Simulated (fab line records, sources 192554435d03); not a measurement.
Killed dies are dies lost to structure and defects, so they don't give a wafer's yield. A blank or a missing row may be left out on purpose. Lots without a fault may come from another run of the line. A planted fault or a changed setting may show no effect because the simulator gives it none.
Chamber matching | flow n5_finfet | N5_MOL_CONTACT_COAG_ALD_123 on ald_sin-02: 4 sister chambers
The step deposits SiNx, target thk 5 nm, pulse time 1 s, purge time 2 s. 8 wafers are shown with their chamber, then 9 later ones without.

WAFERS WITH THEIR CHAMBER
wafer  | chamber | heater_power_w (W) | precursor_pulse_height_rel
L083.6 | 3       | 838                | 0.998
L088.6 | 3       | 834                | 1.001
L091.2 | 2       | 869                | 1.007
L091.4 | 1       | 762                | 1.022
L091.6 | 0       | 877                | 1.008
L094.1 | 0       | 858                | 1.001
L094.2 | 1       | 780                | 1.017
L094.3 | 2       | 904                | 1.007

WAFERS WITHOUT THEIR CHAMBER
wafer  | heater_power_w (W) | precursor_pulse_height_rel
L094.4 | 854                | 0.998
L094.5 | 821                | 0.990
L094.6 | 886                | 0.961
L095.1 | 829                | 0.979
L095.2 | 860                | 1.019
L095.5 | 845                | 1.009
L097.3 | 884                | 1.001
L097.5 | 874                | 0.962
L097.6 | 868                | 1.001

WHICH CHAMBER EACH WENT THROUGH
wafer  | from the rows above          | in truth
L094.4 | can't be placed: 3 or 0      | 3
L094.5 | 3                            | 3
L094.6 | can't be placed: 3 or 0 or 2 | 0
L095.1 | can't be placed: 3 or 0      | 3
L095.2 | can't be placed: 2 or 0 or 1 | 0
L095.5 | can't be placed: 0 or 2 or 3 | 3
L097.3 | can't be placed: 0 or 2 or 3 | 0
L097.5 | can't be placed: 3 or 0      | 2
L097.6 | can't be placed: 0 or 3 or 2 | 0
Placed correctly: 1 of 9. Can't be placed from these rows: 8 (the true chamber is among the candidates in 7). Placed wrongly: 0.
How it was worked out, from the rows above alone: a wafer's distance from a chamber is the root of the sum, over the readings, of the square of ((its reading less the chamber's mean) divided by the reading's scatter). The wafer belongs to the nearest chamber; if the next one is less than 2 further off, it can't be placed. A chamber's mean is the mean of its shown wafers. The scatter: the root of (the sum of the squares of (reading less its chamber's mean) over the shown wafers, divided by (wafers less chambers)).
